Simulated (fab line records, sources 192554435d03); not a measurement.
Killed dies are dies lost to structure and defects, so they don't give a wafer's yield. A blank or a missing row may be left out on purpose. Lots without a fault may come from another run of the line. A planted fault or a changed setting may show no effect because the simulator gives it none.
fab line records | flow n5_finfet | part 2 of 2: steps 5 to 6 of 6
record lots=22 wafers=66 last_day=17
route steps=1938 shown BEOL_M0_SAQP@635 BEOL_M0@716
lots that met no fault: from a run of the same line without faults
start_h: hours from the record's first day to the start of the lot's first wafer shown | wait_h: hours since the lot's step before | " the same as in the row above | L1.1+2: a row that stands for several wafers | - no value, or no start given | * or withheld: withheld | < > ~ a bound
route shown NAME@n: a module of which the file shows steps, and the number in the route of the first | usual: mean/standard deviation of fault-free wafers | same: alike in all rows | chamber/n: place in a boat | sites: the reading at each site | _std_site: their standard deviation | _edge_site: outer sites' mean less inner sites' | radius_mm: how far each site lies from the wafer's centre | mask NAME#n: copy n | behind: the tool/chamber that last shaped the wafer | hold: why the lot was held/for how many hours/how that ended | device: the transistor (n, p or np) that didn't switch | end of line: the same wafers' tests at the end of the route | a step without rows: its recipe alone | killed: dies lost to structure and defects at the first sort, not the wafer's yield | map: a wafer's dies, x killed, . not, _ none there
set.NAME: the setting as run; set.NAME@STEP: as run at that earlier step | model.NAME: the simulator's own value behind a step, which no gauge read
steps of the route over a sample of lots; a table a step, a row a wafer
services: from which hour (start_h, from the record's first day; less than 0 if before it) a tool's chamber was out of use, for how many hours, and why
## steps
# step N5_BEOL_M0_SAQP_ETCH_49
# recipe chemistry=CF4/O2 target_depth_a=370 target=SiO2 pressure_mtorr=40 source_w=535 bias_w=49 Ar_flow_sccm=100 cf4_flow_sccm=100 O2_flow_sccm=10 ion_energy_ev=100
# usual drypump_motor_current_A=5.9/0.43 oes_f_703_au=0.81/0.085 oes_product_au=0.81/0.089 rf_vpp_V=241.6/2.8 showerhead_plenum_p_Torr=2.23/0.08 throttle_valve_pct=15.81/0.24
# columns lot.wafer tool chamber start_h wait_h drypump_motor_current_A oes_f_703_au oes_product_au rf_hours_counter_h rf_vpp_V showerhead_plenum_p_Torr throttle_valve_pct
L074.3 rie_diel-03 3 110.08 0.3 5.3 0.69 0.68 226 245.3 2.18 16.24
L074.4 " 1 " " 6.0 0.76 0.76 - 241.9 2.30 16.03
L074.5 " 2 " " 5.3 0.78 0.78 - 240.6 2.13 15.88
L075.2 rie_diel-06 1 132.12 0.3 6.1 0.95 0.95 6 237.4 2.26 15.49
L075.3 " 3 " " 5.8 0.84 0.85 71 237.5 2.32 15.56
L075.5 " 2 " " 5.2 0.90 0.91 - 243.6 2.25 15.68
L076.2 rie_diel-06 0 134.25 0.3 5.9 0.68 0.68 225 236.4 2.18 16.03
L076.4 " 2 " " 5.2 0.90 0.90 28 243.6 2.25 15.70
L076.6 " 3 " " 5.8 0.85 0.85 - 236.7 2.32 15.54
L077.2 rie_diel-06 1 136.25 0.3 6.2 0.95 0.96 7 238.1 2.26 15.48
L077.4 " 2 " " 5.2 0.89 0.90 28 244.4 2.25 15.69
L077.5 " 2 " " 5.2 0.89 0.90 - 244.6 2.25 15.68
L078.3 rie_diel-03 1 137.54 0.3 6.0 0.76 0.76 149 240.4 2.29 16.04
L078.4 " 3 " " 5.3 0.69 0.68 236 244.4 2.18 16.25
L078.5 " 3 " " 5.4 0.68 0.68 - 245.9 2.18 16.25
L079.1 rie_diel-06 0 146.63 0.3 6.0 0.69 0.68 230 237.7 2.17 16.01
L079.2 " 1 " " 6.2 0.94 0.94 12 236.8 2.26 15.50
L079.6 " 2 " " 5.2 0.88 0.88 - 246.2 2.24 15.71
L080.1 rie_diel-02 2 153.96 0.3 6.2 0.75 0.76 179 239.3 2.11 16.20
L080.2 " 0 " " 6.0 0.84 0.86 63 243.2 2.32 15.50
L080.5 " 2 " " 6.2 0.75 0.75 - 238.0 2.11 16.18
L081.2 rie_diel-02 1 160.84 0.3 6.2 0.75 0.76 144 245.5 2.30 15.57
L081.3 " 2 " " 6.2 0.75 0.75 181 239.0 2.11 16.18
L081.4 " 0 " " 6.1 0.83 0.84 66 243.4 2.32 15.50
L082.1 rie_diel-02 3 161.60 0.3 5.6 0.99 0.99 2 241.4 2.35 15.64
L082.3 " 2 " " 6.2 0.75 0.75 182 240.8 2.11 16.18
L082.6 " 3 " " 5.6 0.99 0.99 - 242.1 2.35 15.64
L083.2 rie_diel-03 3 166.94 0.4 5.4 0.68 0.67 246 244.3 2.18 16.27
L083.3 " 1 " " 5.9 0.75 0.74 161 241.9 2.29 16.05
L083.6 " 3 " " 5.3 0.68 0.67 - 244.7 2.18 16.27
L084.2 rie_diel-02 0 171.88 0.6 6.0 0.83 0.83 69 243.7 2.32 15.51
L084.3 " 2 " " 6.2 0.75 0.75 185 240.9 2.11 16.21
L084.6 " 1 " " 6.3 0.75 0.75 - 245.3 2.30 15.59
L085.1 rie_diel-03 0 183.60 0.3 6.6 0.88 0.89 23 245.6 2.17 15.73
L085.4 " 0 " " 6.6 0.88 0.88 - 243.5 2.17 15.72
L085.5 " 2 " " 5.3 0.76 0.75 - 241.2 2.12 15.94
L086.4 rie_diel-03 0 189.98 0.3 6.7 0.87 0.88 - 244.8 2.17 15.70
L086.5 " 2 " " 5.3 0.75 0.75 - 240.0 2.12 15.96
L086.6 " 1 " " 5.9 0.74 0.74 - 241.0 2.29 16.07
L087.3 rie_diel-06 3 196.25 0.4 5.9 0.84 0.83 86 238.8 2.32 15.58
L087.4 " 0 " " 6.0 0.67 0.68 241 238.2 2.17 16.04
L087.6 " 3 " " 5.9 0.83 0.83 - 238.1 2.32 15.59
L088.1 rie_diel-02 2 203.83 0.3 6.2 0.74 0.73 196 239.8 2.11 16.22
L088.4 " 3 " " 5.6 0.93 0.94 - 241.9 2.35 15.66
L088.6 " 2 " " 6.2 0.74 0.74 - 240.5 2.11 16.22
L089.1 rie_diel-02 1 207.53 0.3 6.2 0.74 0.74 160 244.1 2.29 15.61
L089.2 " 2 " " 6.2 0.74 0.73 197 241.0 2.11 16.21
L089.4 " 3 " " 5.6 0.93 0.93 - 242.5 2.35 15.67
L091.1 rie_diel-03 0 219.23 0.3 6.6 0.85 0.86 35 243.5 2.16 15.74
L091.3 " 3 " " 5.3 0.93 0.94 7 242.9 2.17 15.79
L091.6 " 1 " " 5.9 0.74 0.73 - 241.6 2.28 16.10
L092.3 rie_diel-03 0 222.55 0.3 6.7 0.85 0.87 36 245.4 2.16 15.74
L092.5 " 1 " " 5.9 0.73 0.73 - 241.0 2.28 16.08
L092.6 " 0 " " 6.6 0.85 0.88 - 244.4 2.16 15.76
L093.2 rie_diel-06 1 226.36 0.3 6.2 0.91 0.90 31 237.7 2.25 15.54
L093.4 " 2 " " 5.2 0.85 0.86 52 246.1 2.24 15.73
L093.6 " 1 " " 6.2 0.90 0.91 - 237.0 2.25 15.54
L094.1 rie_diel-03 1 230.79 0.3 5.9 0.74 0.73 182 241.4 2.28 16.11
L094.5 " 2 " " 5.3 0.74 0.74 - 240.9 2.12 15.97
L094.6 " 3 " " 5.3 0.92 0.94 - 245.6 2.17 15.80
L096.1 rie_diel-02 1 245.54 0.5 6.2 0.73 0.72 174 243.9 2.29 15.65
L096.2 " 3 " " 5.6 0.90 0.90 32 241.3 2.34 15.68
L096.6 " 0 " " 6.0 0.80 0.82 - 242.3 2.31 15.57
L097.2 rie_diel-02 2 255.36 0.3 6.2 0.73 0.73 211 238.7 2.10 16.25
L097.3 " 1 " " 6.3 0.72 0.73 177 245.5 2.29 15.65
L097.5 " 2 " " 6.2 0.73 0.73 - 240.3 2.10 16.25
# step N5_BEOL_M0_HM_OPEN_105
# recipe chemistry=Cl2/BCl3 target_depth_a=120 target=TiN ion_energy_ev=150 pressure_mtorr=10 icp_w=1000 bias_w=126 Cl2_flow_sccm=53.25 bcl3_flow_sccm=21.75 Ar_flow_sccm=25
# usual drypump_motor_current_A=5.5/0.35 mfc_cl2_sccm=53.23/0.14 oes_product_au=0.79/0.07 throttle_valve_pct=22.0/0.38
# columns lot.wafer tool chamber start_h wait_h drypump_motor_current_A mfc_cl2_sccm oes_product_au rf_hours_counter_h throttle_valve_pct
L074.3 rie_metal-02 1 113.21 0.6 5.2 53.33 0.87 - 21.8
L074.4 " 0 " " 5.5 53.37 0.78 - 21.4
L074.5 " 0 " " 5.5 53.18 0.78 - 21.4
L075.2 rie_metal-01 1 134.94 1.7 6.1 53.30 0.82 - 22.3
L075.3 " 1 " " 6.1 53.00 0.83 - 22.3
L075.5 " 1 " " 6.1 53.13 0.83 - 22.3
L076.2 rie_metal-02 0 136.42 1.3 5.5 52.94 0.77 38 21.4
L076.4 " 0 " " 5.5 53.50 0.77 - 21.4
L076.6 " 0 " " 5.5 53.39 0.77 - 21.4
L077.2 rie_metal-02 1 139.06 2.0 5.3 53.12 0.86 17 21.8
L077.4 " 1 " " 5.3 53.34 0.85 - 21.8
L077.5 " 1 " " 5.2 53.12 0.87 - 21.8
L078.3 rie_metal-03 0 139.20 0.8 4.9 53.13 0.66 - 22.6
L078.4 " 1 " " 5.6 53.16 0.92 - 22.1
L078.5 " 1 " " 5.6 53.13 0.92 - 22.1
L079.1 rie_metal-01 0 147.53 0.1 5.3 53.20 0.74 61 21.8
L079.2 " 1 " " 6.1 53.17 0.81 26 22.3
L079.6 " 1 " " 6.0 53.13 0.82 - 22.3
L080.1 rie_metal-02 0 155.04 0.1 5.5 53.57 0.76 39 21.4
L080.2 " 1 " " 5.3 53.18 0.85 18 21.8
L080.5 " 0 " " 5.5 53.23 0.76 - 21.4
L082.1 rie_metal-02 0 163.33 0.9 5.5 53.37 0.76 40 21.4
L082.3 " 1 " " 5.2 53.09 0.86 - 21.8
L082.6 " 0 " " 5.5 53.40 0.76 - 21.4
L081.2 rie_metal-01 1 167.94 6.4 6.1 53.28 0.80 28 22.3
L081.3 " 0 " " 5.2 53.57 0.74 - 21.8
L081.4 " 1 " " 6.1 53.13 0.80 - 22.3
L083.2 rie_metal-02 0 168.42 0.7 5.5 53.23 0.75 40 21.4
L083.3 " 1 " " 5.3 53.37 0.85 - 21.8
L083.6 " 1 " " 5.2 53.16 0.84 - 21.8
L084.2 rie_metal-01 1 174.74 2.0 6.1 53.25 0.81 28 22.3
L084.3 " 0 " " 5.3 53.04 0.74 - 21.8
L084.6 " 1 " " 6.0 53.07 0.80 - 22.3
L085.1 rie_metal-03 1 184.64 0.2 5.5 53.27 0.89 12 22.1
L085.4 " 1 " " 5.6 53.21 0.90 - 22.2
L085.5 " 0 " " 4.9 53.26 0.65 - 22.6
L086.4 rie_metal-02 0 195.62 4.0 5.5 53.14 0.76 - 21.4
L086.5 " 0 " " 5.5 53.17 0.76 - 21.4
L086.6 " 1 " " 5.3 53.23 0.84 - 21.8
L087.3 rie_metal-02 0 197.70 0.1 5.6 53.36 0.75 - 21.5
L087.4 " 1 " " 5.2 53.17 0.85 - 21.8
L087.6 " 0 " " 5.6 53.08 0.76 - 21.4
L088.1 rie_metal-01 0 204.83 0.1 5.3 53.10 0.73 66 21.8
L088.4 " 0 " " 5.2 53.30 0.73 - 21.8
L088.6 " 0 " " 5.3 53.36 0.74 - 21.8
L089.1 rie_metal-01 0 210.66 2.3 5.3 53.38 0.74 67 21.8
L089.2 " 1 " " 6.0 53.18 0.79 32 22.3
L089.4 " 0 " " 5.3 53.30 0.73 - 21.8
L091.1 rie_metal-03 1 221.77 1.7 5.6 53.18 0.87 15 22.2
L091.3 " 0 " " 4.9 53.16 0.65 - 22.6
L091.6 " 1 " " 5.6 53.34 0.86 - 22.2
L092.3 rie_metal-02 1 225.09 1.7 5.3 52.94 0.83 - 21.8
L092.5 " 0 " " 5.5 53.31 0.75 - 21.4
L092.6 " 1 " " 5.3 53.13 0.83 - 21.8
L093.2 rie_metal-01 1 228.28 0.7 6.1 53.12 0.79 33 22.3
L093.4 " 1 " " 6.1 53.13 0.79 - 22.3
L093.6 " 0 " " 5.2 53.29 0.74 - 21.8
L094.1 rie_metal-03 1 231.81 0.1 5.6 53.36 0.86 16 22.2
L094.5 " 0 " " 4.9 53.41 0.65 - 22.6
L094.6 " 1 " " 5.6 53.62 0.87 - 22.2
L096.1 rie_metal-02 0 247.12 0.7 5.5 53.33 0.75 48 21.4
L096.2 " 1 " " 5.3 53.14 0.83 27 21.8
L096.6 " 1 " " 5.3 53.30 0.83 - 21.8
L097.2 rie_metal-03 1 260.01 3.8 5.6 53.33 0.87 18 22.2
L097.3 " 0 " " 4.9 53.21 0.65 - 22.6
L097.5 " 1 " " 5.6 53.23 0.85 - 22.2
## services
# columns tool chamber start_h hours kind
rie_diel-06 0 88.86 4.1 repair
rie_diel-03 0 98.81 - clean
rie_diel-03 0 98.81 - consumable_replace:focus_ring
rie_diel-03 0 98.81 21.2 scheduled_down
rie_diel-03 0 98.81 21.2 vent_cycle
rie_diel-02 1 113.73 15.6 repair
rie_diel-06 2 117.42 1.2 repair
rie_metal-01 0 134.08 6.0 repair
rie_diel-02 3 153.75 1.5 repair
rie_diel-03 3 164.52 1.7 repair
rie_metal-03 - 166.18 2.2 repair
rie_diel-06 - 179.18 14.6 pm
rie_diel-03 3 179.37 - clean
rie_diel-03 3 179.37 - consumable_replace:focus_ring
pecvd-03 2 190.05 6.5 repair
pecvd-01 - 195.64 14.6 pm
rie_diel-02 0 201.01 9.1 repair
rie_diel-02 2 223.76 6.1 repair
pecvd-03 0 231.60 8.4 repair
rie_diel-02 2 237.18 4.4 repair
rie_diel-06 2 241.17 1.2 repair
rie_metal-02 0 253.58 26.6 repair
rie_metal-03 - 253.80 1.7 repair
rie_diel-06 3 259.63 4.8 repair
